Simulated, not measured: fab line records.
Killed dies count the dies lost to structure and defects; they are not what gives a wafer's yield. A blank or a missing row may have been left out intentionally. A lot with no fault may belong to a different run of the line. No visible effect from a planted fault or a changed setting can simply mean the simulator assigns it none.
Split-lot trial | flow n5-finfet | route with 1938 steps; 7 lots, 21 wafers read

ON THE SPLIT
At N5_BEOL_M4_COAT_62 (time 60 s, resist thk 12 nm), the setting spin-rpm was moved away from the recipe's 1500 rpm on 8 of the 21 wafers read, by -7.2% to +8.6%. The other wafers ran this setting at the recipe's value.

The split's own step is where the reading is taken.

THE READING
SiARC_of_BEOL_M4_COAT_62.thk-nm (the simulator's own value, which no gauge read), in nm, at N5_BEOL_M4_COAT_62 (time 60 s, resist thk 12 nm). The file gives no usual value for it. Across the 13 wafers here that went through the recipe, the average is 12.0 nm and the standard deviation 0.084 nm.

wafer  | tool, chamber at the split | spin-rpm as run, rpm | against the recipe | SiARC_of_BEOL_M4_COAT_62.thk-nm, nm | against lot-mates on the recipe
L075.1 | litho-track-02, 0          | 1500                 | recipe             | 12                                  | -
L075.2 | litho-track-02, 0          | 1500                 | recipe             | 12                                  | -
L075.3 | litho-track-02, 0          | 1582                 | +5.5%              | 11.8                                | -0.2
L077.1 | litho-track-05, 0          | 1392                 | -7.2%              | 12.6                                | +0.6
L077.2 | litho-track-05, 0          | 1500                 | recipe             | 12                                  | -
L077.5 | litho-track-05, 0          | 1392                 | -7.2%              | 12.4                                | +0.4
L085.1 | litho-track-05, 0          | 1500                 | recipe             | 12                                  | -
L085.3 | litho-track-05, 0          | 1500                 | recipe             | 12                                  | -
L085.4 | litho-track-05, 0          | 1629                 | +8.6%              | 11.6                                | -0.4
L088.2 | litho-track-02, 0          | 1500                 | recipe             | 12.2                                | -
L088.3 | litho-track-02, 0          | 1500                 | recipe             | 12.2                                | -
L088.6 | litho-track-02, 0          | 1500                 | recipe             | 12.2                                | -
L091.2 | litho-track-05, 0          | 1500                 | recipe             | 12                                  | -
L091.3 | litho-track-05, 0          | 1500                 | recipe             | 12                                  | -
L091.6 | litho-track-05, 0          | 1500                 | recipe             | 12                                  | -
L092.1 | litho-track-03, 0          | 1452                 | -3.2%              | 12.2                                | no lot-mate on the recipe
L092.3 | litho-track-03, 0          | 1452                 | -3.2%              | 12.2                                | no lot-mate on the recipe
L092.4 | litho-track-03, 0          | 1452                 | -3.2%              | 12.2                                | no lot-mate on the recipe
L097.2 | litho-track-02, 0          | 1500                 | recipe             | 12                                  | -
L097.5 | litho-track-02, 0          | 1500                 | recipe             | 12                                  | -
L097.6 | litho-track-02, 0          | 1629                 | +8.6%              | 11.6                                | -0.4

THE FIT
A straight line over all 21 wafers: SiARC_of_BEOL_M4_COAT_62.thk-nm changes by -0.0545 nm for each +1% of spin-rpm; r = -0.94; the points scatter about the line by 0.081 nm.
The same after taking each lot's own level away (the mean of its wafers on the recipe; 18 wafers): -0.0546 nm for each +1%; r = -0.97; scatter 0.056 nm.
Per that fit: largest spin-rpm move, reading shift of 0.47 nm.
Measured against the standard deviation above, the lots' own levels, which go from 12.00 to 12.20 nm, span 2.4 times it.
Hence the lot-to-lot level has little effect on the slope; both slopes agree.
Check: -0.464 nm against its lot-mates is what the line predicts for one of the wafers moved furthest among these (+8.6%) when that wafer is left out of the fit. Against them it came out at -0.4 nm.

ADDITIONAL SPLITS CARRIED BY THESE WAFERS
Other splits were also applied to these wafers ahead of the reading. Each is held against what the fit with the lots' levels taken away leaves over:
other split on the same wafers            | wafers away from the commonest value | r with SiARC_of_BEOL_M4_COAT_62.thk-nm (lot level and that fit taken away)
N5_BEOL_M0_SAQP_SPACER1_ALD_98 ald-cycles | 8                                    | -0.06
N5_BEOL_M0_SAQP_ETCH_107 bias-w           | 10                                   | -0.04
N5_BEOL_M0_DEP_125 time-s                 | 8                                    | -0.32
N5_BEOL_M1_ILD_DEP_00 time-s              | 5                                    | +0.08
N5_BEOL_M1_SPUTTER_79 time-s              | 2                                    | +0.16
N5_BEOL_M2_ILD_DEP_00 time-s              | 7                                    | +0.09
N5_BEOL_M3_TRENCH_ETCH_37 bias-w          | 3                                    | +0.20
N5_BEOL_M3_ETCH_41 target-depth-a         | 8                                    | -0.15

THE FILE'S OWN FIT
SiARC_of_BEOL_M4_COAT_62.thk-nm changes by -0.0504 nm for each +1% of spin-rpm, r = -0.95.
